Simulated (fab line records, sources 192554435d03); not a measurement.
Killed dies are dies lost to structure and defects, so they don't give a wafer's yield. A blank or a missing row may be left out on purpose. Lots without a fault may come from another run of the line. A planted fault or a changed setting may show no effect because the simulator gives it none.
fab line records | flow n5_finfet
record lots=6 wafers=18 last_day=17
route steps=1938 shown BEOL_M8@1362
lots that met no fault: from a run of the same line without faults
start_h: hours from the record's first day to the start of the lot's first wafer shown | wait_h: hours since the lot's step before | " the same as in the row above | L1.1+2: a row that stands for several wafers | - no value, or no start given | * or withheld: withheld | < > ~ a bound
route shown NAME@n: a module of which the file shows steps, and the number in the route of the first | usual: mean/standard deviation of fault-free wafers | same: alike in all rows | chamber/n: place in a boat | sites: the reading at each site | _std_site: their standard deviation | _edge_site: outer sites' mean less inner sites' | radius_mm: how far each site lies from the wafer's centre | mask NAME#n: copy n | behind: the tool/chamber that last shaped the wafer | hold: why the lot was held/for how many hours/how that ended | device: the transistor (n, p or np) that didn't switch | end of line: the same wafers' tests at the end of the route | a step without rows: its recipe alone | killed: dies lost to structure and defects at the first sort, not the wafer's yield | map: a wafer's dies, x killed, . not, _ none there
set.NAME: the setting as run; set.NAME@STEP: as run at that earlier step | model.NAME: the simulator's own value behind a step, which no gauge read
lots at some steps of the route; a table a step, a row a wafer
services: from which hour (start_h, from the record's first day; less than 0 if before it) a tool's chamber was out of use, for how many hours, and why
## steps
# step N5_BEOL_M8_EXPOSE_25
# recipe mask_id=V7 na=0.33 source_shape=annular sigma_inner=0.4 sigma_outer=0.8 polarization=unpolarized target_cd_nm=40 dose_mj=42.5
# step N5_BEOL_M8_PEB_26
# recipe peb_temp_c=100 peb_time_s=60 resist=CAR-EUV
# step N5_BEOL_M8_DEVELOP_27
# recipe develop_time_s=30 developer=TMAH resist=CAR-EUV rinse_liquid=surfactant_rinse dry=air_spin dev_temp_c=23
# step N5_BEOL_M8_CD_MEAS_28
# recipe target_cd_nm=40 landing_energy_ev=500 detector=se_inlens
# usual cd_nm=40.06/0.24
# columns lot.wafer tool chamber start_h wait_h cd_nm
L395.2 cd_sem-01 0 208.26 - 39.90
L395.4 " 0 " " 40.11
L395.5 " 0 " " 40.36
L404.2 cd_sem-01 0 259.66 - 40.27
L404.3 " 0 " " 40.44
L404.4 " 0 " " 39.82
L407.1 cd_sem-01 0 271.83 - 40.18
L407.3 " 0 " " 40.09
L407.4 " 0 " " 39.97
L411.2 cd_sem-02 0 296.61 - 40.15
L411.4 " 0 " " 40.08
L411.6 " 0 " " 40.26
L415.1 cd_sem-01 0 327.11 - 40.27
L415.4 " 0 " " 40.16
L415.6 " 0 " " 39.79
L416.3 cd_sem-02 0 327.29 - 40.13
L416.4 " 0 " " 40.12
L416.6 " 0 " " 40.21
# step N5_BEOL_M8_OVL_MEAS_29
# recipe points_per_wafer=522
# usual V7_OVL=0.0/0.64
# columns lot.wafer tool chamber start_h wait_h V7_OVL[nm]
L395.2 overlay-02 0 208.29 0.0 0.8
L395.4 " 0 " " 0.7
L395.5 " 0 " " 0.8
L404.2 overlay-02 0 259.70 0.0 -1.4
L404.3 " 0 " " -0.5
L404.4 " 0 " " -1.1
L407.1 overlay-02 0 271.86 0.0 0.1
L407.3 " 0 " " -0.2
L407.4 " 0 " " 0.6
L411.2 overlay-01 0 296.64 0.0 0.4
L411.4 " 0 " " 0.0
L411.6 " 0 " " 0.1
L415.1 overlay-01 0 327.14 0.0 0.4
L415.4 " 0 " " 0.6
L415.6 " 0 " " 0.4
L416.3 overlay-01 0 327.33 0.0 0.4
L416.4 " 0 " " 1.0
L416.6 " 0 " " 0.0
# step N5_BEOL_M8_INSPECT_30
# recipe mode=adi inspect_instrument=brightfield
# usual raw_defect_count=387/94
# columns lot.wafer tool chamber start_h wait_h raw_defect_count
L395.2 defect_inspect-02 - 208.34 0.0 282
L395.4 " - " " 370
L395.5 " - " " 267
L404.2 defect_inspect-01 - 259.75 0.0 388
L404.3 " - " " 363
L404.4 " - " " 402
L407.1 defect_inspect-01 - 271.92 0.1 366
L407.3 " - " " 383
L407.4 " - " " 336
L411.2 defect_inspect-02 - 296.69 0.0 382
L411.4 " - " " 377
L411.6 " - " " 483
L415.1 defect_inspect-01 - 327.20 0.1 236
L415.4 " - " " 268
L415.6 " - " " 317
L416.3 defect_inspect-01 - 327.37 0.0 421
L416.4 " - " " 376
L416.6 " - " " 431
# step N5_BEOL_M8_DESCUM_33
# recipe chemistry=O2 time_s=7 source_power_w=50 bias_power_w=20 pressure_mtorr=20 rf_frequency_hz=2.712e+07 temp_c=40 resist=CAR-EUV o2_flow_sccm=225
# usual bias_power_w=20.00/0.059 drypump_motor_current_A=5.7/0.46 oes_product_au=0.82/0.077 rf_vpp_V=243.2/1.5 showerhead_plenum_p_Torr=2.10/0.069 throttle_valve_pct=20.37/0.23
# columns lot.wafer tool chamber start_h wait_h bias_power_w drypump_motor_current_A oes_product_au rf_hours_counter_h rf_vpp_V showerhead_plenum_p_Torr throttle_valve_pct
L395.2 rie_diel-01 2 209.15 0.8 20.09 5.8 0.69 238 242.9 2.05 20.82
L395.4 " 3 " " 20.02 5.2 0.86 61 242.9 2.05 20.55
L395.5 " 0 " " 19.92 5.1 0.82 - 242.1 2.05 20.23
L404.2 rie_diel-01 0 259.78 0.0 20.09 5.1 0.80 102 242.5 2.04 20.27
L404.3 " 3 " " 20.04 5.2 0.83 82 241.5 2.04 20.59
L404.4 " 1 " " 19.98 5.6 0.86 - 244.0 2.11 19.95
L407.1 rie_diel-01 3 271.96 0.0 20.06 5.2 0.82 87 240.4 2.04 20.59
L407.3 " 0 " " 19.95 5.1 0.79 107 242.3 2.04 20.27
L407.4 " 1 " " 20.01 5.6 0.85 69 244.1 2.10 19.98
L411.2 rie_diel-05 0 296.78 0.1 20.11 5.5 0.78 110 244.9 2.20 20.19
L411.4 " 0 " " 20.03 5.5 0.78 - 245.1 2.20 20.19
L411.6 " 3 " " 19.95 5.6 0.68 - 242.6 2.06 20.57
L415.1 rie_diel-05 0 327.24 0.0 19.97 5.5 0.76 122 242.6 2.20 20.19
L415.4 " 0 " " 19.98 5.5 0.76 - 244.2 2.20 20.22
L415.6 " 2 " " 19.90 6.2 0.91 - 244.5 2.12 20.15
L416.3 rie_diel-05 2 327.64 0.3 19.98 6.2 0.91 22 245.2 2.12 20.13
L416.4 " 3 " " 20.03 5.6 0.67 - 242.9 2.06 20.60
L416.6 " 0 " " 19.89 5.6 0.76 - 245.3 2.20 20.21
# step N5_BEOL_M8_ETCH_72
# recipe chemistry=N2/H2 target=underlayer target_depth_a=65 mask_material=CAR-EUV time_s=5.2 ion_energy_ev=200 pressure_mtorr=30 source_w=840 bias_w=150 n2_flow_sccm=200 h2_flow_sccm=200 ends=cleared
# usual drypump_motor_current_A=5.7/0.46 etch_rf_on_time_s=5.12/0.13 oes_product_au=0.70/0.066 rf_fwd_power_W=819.3/2.7 rf_vpp_V=523.9/2.7 showerhead_plenum_p_Torr=2.55/0.091 throttle_valve_pct=17.78/0.26
# columns lot.wafer tool chamber start_h wait_h drypump_motor_current_A etch_rf_on_time_s oes_product_au rf_fwd_power_W rf_hours_counter_h rf_vpp_V showerhead_plenum_p_Torr throttle_valve_pct
L395.2 rie_diel-01 2 209.18 0.0 5.8 5.29 0.58 819.7 238 522.9 2.52 18.46
L395.4 " 3 " " 5.2 5.18 0.72 826.4 61 521.4 2.47 17.79
L395.5 " 0 " " 5.1 5.08 0.70 818.7 - 521.1 2.47 17.50
L404.2 rie_diel-01 0 259.82 0.0 5.0 5.05 0.67 826.5 102 522.0 2.46 17.53
L404.3 " 3 " " 5.2 5.08 0.69 822.1 82 522.9 2.46 17.83
L404.4 " 1 " " 5.6 4.84 0.75 818.6 - 524.0 2.58 17.56
L407.1 rie_diel-01 3 271.99 0.0 5.2 5.14 0.68 821.5 87 522.2 2.46 17.84
L407.3 " 0 " " 5.1 5.07 0.66 820.1 107 521.6 2.46 17.55
L407.4 " 1 " " 5.6 4.88 0.74 821.5 69 523.2 2.57 17.60
L411.2 rie_diel-05 0 296.83 0.0 5.5 5.29 0.66 820.9 110 527.1 2.66 17.43
L411.4 " 0 " " 5.5 5.33 0.65 822.7 - 527.1 2.66 17.44
L411.6 " 3 " " 5.6 5.22 0.59 819.9 - 522.0 2.51 18.08
L415.1 rie_diel-05 0 327.27 0.0 5.6 5.35 0.64 822.5 122 526.2 2.65 17.48
L415.4 " 0 " " 5.5 5.34 0.63 819.1 - 527.1 2.65 17.50
L415.6 " 2 " " 6.1 5.33 0.76 815.7 - 524.6 2.61 17.80
L416.3 rie_diel-05 2 327.67 0.0 6.1 5.24 0.78 814.7 22 523.7 2.61 17.79
L416.4 " 3 " " 5.6 5.18 0.58 814.8 - 522.9 2.50 18.06
L416.6 " 0 " " 5.5 5.33 0.63 816.3 - 526.6 2.65 17.47
# step N5_BEOL_M8_ETCH_65
# recipe chemistry=CF4 target=SiARC target_depth_a=156 mask_material=CAR-EUV time_s=26 ion_energy_ev=80 pressure_mtorr=40 source_w=545 bias_w=36 Ar_flow_sccm=100 cf4_flow_sccm=100 ends=cleared
# usual drypump_motor_current_A=5.7/0.46 etch_rf_on_time_s=25.7/0.54 oes_product_au=0.70/0.065 rf_fwd_power_W=532.3/2.4 rf_vpp_V=184.1/1.2 showerhead_plenum_p_Torr=2.15/0.068 throttle_valve_pct=15.52/0.25
# columns lot.wafer tool chamber start_h wait_h drypump_motor_current_A etch_rf_on_time_s oes_product_au rf_fwd_power_W rf_hours_counter_h rf_vpp_V showerhead_plenum_p_Torr throttle_valve_pct
L395.2 rie_diel-01 2 209.20 0.0 5.8 26.1 0.59 530.8 238 182.6 2.11 16.07
L395.4 " 3 " " 5.2 25.9 0.71 537.4 61 185.1 2.08 15.55
L395.5 " 0 " " 5.1 25.3 0.70 531.0 - 184.7 2.09 15.36
L404.2 rie_diel-01 0 259.83 0.0 5.1 25.3 0.68 532.7 102 182.9 2.08 15.40
L404.3 " 3 " " 5.2 25.6 0.69 537.3 82 181.8 2.07 15.61
L404.4 " 1 " " 5.6 24.5 0.75 531.8 - 182.2 2.16 15.25
L407.1 rie_diel-01 3 272.01 0.0 5.2 25.4 0.69 538.0 87 182.8 2.07 15.61
L407.3 " 0 " " 5.1 25.2 0.68 531.2 107 182.9 2.08 15.41
L407.4 " 1 " " 5.6 24.6 0.73 532.7 69 184.9 2.16 15.25
L411.2 rie_diel-05 0 296.86 0.0 5.5 26.2 0.66 531.3 111 184.4 2.22 15.24
L411.4 " 0 " " 5.5 26.3 0.66 531.3 - 186.3 2.22 15.26
L411.6 " 3 " " 5.6 25.4 0.60 534.6 - 183.9 2.12 15.84
L415.1 rie_diel-05 0 327.29 0.0 5.5 26.7 0.64 532.4 122 185.0 2.22 15.26
L415.4 " 0 " " 5.5 26.7 0.64 532.6 - 185.9 2.22 15.28
L415.6 " 2 " " 6.2 26.5 0.77 533.4 - 185.2 2.17 15.36
L416.3 rie_diel-05 2 327.69 0.0 6.2 26.2 0.76 530.7 22 183.7 2.17 15.37
L416.4 " 3 " " 5.5 25.9 0.58 531.9 - 184.8 2.12 15.85
L416.6 " 0 " " 5.5 26.4 0.64 530.7 - 185.5 2.22 15.28
# step N5_BEOL_M8_ETCH_66
# recipe chemistry=N2/H2 target=SOC target_depth_a=800 overetch_a=160 mask_material=SiARC temp_c=40 time_s=120 ion_energy_ev=200 pressure_mtorr=30 source_w=840 bias_w=150 n2_flow_sccm=200 h2_flow_sccm=200
# usual drypump_motor_current_A=5.8/0.46 oes_product_au=0.62/0.055 rf_fwd_power_W=835.4/2.6 rf_vpp_V=524.2/2.6 showerhead_plenum_p_Torr=2.55/0.091 throttle_valve_pct=17.74/0.26
# columns lot.wafer tool chamber start_h wait_h drypump_motor_current_A oes_product_au rf_fwd_power_W rf_hours_counter_h rf_vpp_V showerhead_plenum_p_Torr throttle_valve_pct
L395.2 rie_diel-01 2 209.23 0.0 5.8 0.54 837.0 238 522.3 2.52 18.43
L395.4 " 3 " " 5.2 0.64 831.0 61 522.6 2.47 17.76
L395.5 " 0 " " 5.1 0.62 833.2 - 523.0 2.47 17.43
L404.2 rie_diel-01 0 259.86 0.0 5.1 0.60 832.0 102 519.8 2.46 17.49
L404.3 " 3 " " 5.2 0.61 839.2 82 522.2 2.46 17.80
L404.4 " 1 " " 5.6 0.65 836.5 - 523.8 2.58 17.54
L407.1 rie_diel-01 3 272.04 0.0 5.2 0.61 836.0 87 521.6 2.46 17.80
L407.3 " 0 " " 5.1 0.60 834.1 107 520.9 2.46 17.51
L407.4 " 1 " " 5.6 0.63 836.8 69 525.0 2.58 17.56
L411.2 rie_diel-05 0 296.90 0.0 5.5 0.59 833.3 111 526.1 2.66 17.41
L411.4 " 0 " " 5.5 0.59 835.7 - 528.2 2.66 17.44
L411.6 " 3 " " 5.6 0.53 835.7 - 521.8 2.51 18.02
L415.1 rie_diel-05 0 327.32 0.0 5.6 0.59 836.0 122 527.4 2.65 17.45
L415.4 " 0 " " 5.6 0.58 834.1 - 527.0 2.65 17.44
L415.6 " 2 " " 6.2 0.68 835.2 - 526.1 2.61 17.77
L416.3 rie_diel-05 2 327.72 0.0 6.2 0.69 835.0 22 525.3 2.61 17.77
L416.4 " 3 " " 5.6 0.52 830.4 - 522.7 2.50 18.04
L416.6 " 0 " " 5.5 0.59 833.3 - 528.1 2.65 17.44
# step N5_BEOL_M8_STRIP_69
# recipe chemistry=N2/H2 temp_c=40 n2_flow_sccm=200 h2_flow_sccm=200 rf_frequency_hz=6e+07
# step N5_BEOL_M8_STRIP_73
# recipe chemistry=N2/H2 temp_c=40 n2_flow_sccm=200 h2_flow_sccm=200 rf_frequency_hz=6e+07
# step N5_BEOL_M8_VIA_ETCH_34
# recipe chemistry=C4F6/O2 target=SiCOH_lowk target_depth_a=1255 mask_material=SOC taper_deg=4 time_s=50.5 ion_energy_ev=250 pressure_mtorr=30 source_w=345 bias_w=185 Ar_flow_sccm=300 C4F6_flow_sccm=10 O2_flow_sccm=10
# usual drypump_motor_current_A=5.7/0.46 oes_f_703_au=0.81/0.073 oes_product_au=0.82/0.076 rf_fwd_power_W=341.7/1.4 rf_vpp_V=673/11 showerhead_plenum_p_Torr=2.85/0.093 throttle_valve_pct=20.79/0.27
# columns lot.wafer tool chamber start_h wait_h drypump_motor_current_A oes_f_703_au oes_product_au rf_fwd_power_W rf_hours_counter_h rf_vpp_V showerhead_plenum_p_Torr throttle_valve_pct model.etch.depth_nm model.SOC_of_BEOL_M8_COAT_63.thk_nm
L395.2 rie_diel-01 2 209.33 0.0 5.8 0.68 0.69 340.6 238 666 2.79 21.25 124.3 54.2
L395.4 " 3 " " 5.2 0.82 0.84 343.4 61 681 2.78 20.96 127.7 53.8
L395.5 " 0 " " 5.1 0.80 0.81 338.9 - 671 2.77 20.60 126.7 53.8
L404.2 rie_diel-01 0 259.96 0.0 5.1 0.79 0.79 339.6 102 672 2.76 20.62 127.7 54
L404.3 " 3 " " 5.2 1.02 0.86 423.9 82 610 2.77 21.00 138.4 53.6
L404.4 " 1 " " 5.6 0.87 0.86 342.1 - 662 2.87 20.49 129.3 54
L407.1 rie_diel-01 3 272.14 0.0 5.2 1.02 0.86 427.6 87 609 2.77 21.00 138.8 53.2
L407.3 " 0 " " 5.1 0.78 0.79 340.2 107 670 2.76 20.64 128.7 53.6
L407.4 " 1 " " 5.6 0.86 0.86 340.9 69 663 2.87 20.49 130.8 53.8
L411.2 rie_diel-05 0 297.05 0.0 5.5 0.76 0.77 341.9 111 678 2.95 20.45 124.7 54
L411.4 " 0 " " 5.5 0.76 0.76 341.0 - 677 2.95 20.43 124.4 54.2
L411.6 " 3 " " 5.6 0.72 0.70 341.3 - 651 2.83 21.16 126.3 54
L415.1 rie_diel-05 0 327.42 0.0 5.5 0.75 0.76 340.7 122 677 2.95 20.47 123.4 54
L415.4 " 0 " " 5.6 0.75 0.75 341.2 - 677 2.95 20.47 123.9 54
L415.6 " 2 " " 6.2 0.88 0.90 342.0 - 668 2.90 20.71 125 54
L416.3 rie_diel-05 2 327.82 0.0 6.2 0.87 0.90 339.8 22 667 2.90 20.72 125.3 54.2
L416.4 " 3 " " 5.6 0.70 0.69 340.4 - 651 2.83 21.19 124.3 54
L416.6 " 0 " " 5.6 0.75 0.76 339.7 - 676 2.95 20.46 123.8 54
# step N5_BEOL_M8_STRIP_76
# recipe chemistry=C4F6/O2 resist=SiARC rf_frequency_hz=6e+07
## services
# columns tool chamber start_h hours kind
rie_diel-05 1 213.01 3.8 repair
rie_diel-05 2 241.53 4.6 repair
rie_diel-01 2 242.59 - clean
rie_diel-01 2 242.59 - consumable_replace:focus_ring
rie_diel-01 2 242.59 22.9 scheduled_down
rie_diel-01 2 242.59 22.9 vent_cycle
rie_diel-05 2 253.64 - clean
rie_diel-05 2 253.64 - consumable_replace:focus_ring
rie_diel-05 2 253.64 17.4 scheduled_down
rie_diel-05 2 253.64 17.4 vent_cycle
rie_diel-01 0 293.25 34.3 repair
rie_diel-05 2 294.72 3.8 repair
rie_diel-05 0 303.23 6.3 repair
## key
first_sign step=N5_BEOL_M8_VIA_ETCH_34 reading=rf_fwd_power_W direction=up sigmas=59 usual=* struck=*
effect step=N5_BEOL_M8_VIA_ETCH_34 reading=rf_vpp_V direction=down sigmas=6.1 usual=673 struck=609
model_effect step=N5_BEOL_M8_VIA_ETCH_34 value=etch.depth_nm without=127.5 struck=138.6
met_at N5_BEOL_M8_VIA_ETCH_34
struck_wafers L404.3,L407.1
onset_between 209.33 259.96
fault kind=process_parameter_drift tool=rie_diel-01 chamber=3 onset_h=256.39 steps=N5_BEOL_M8_VIA_ETCH_34 channel=source_w offset=82.8 shape=step end_h=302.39 acts_in=these_recipes_only stated=345
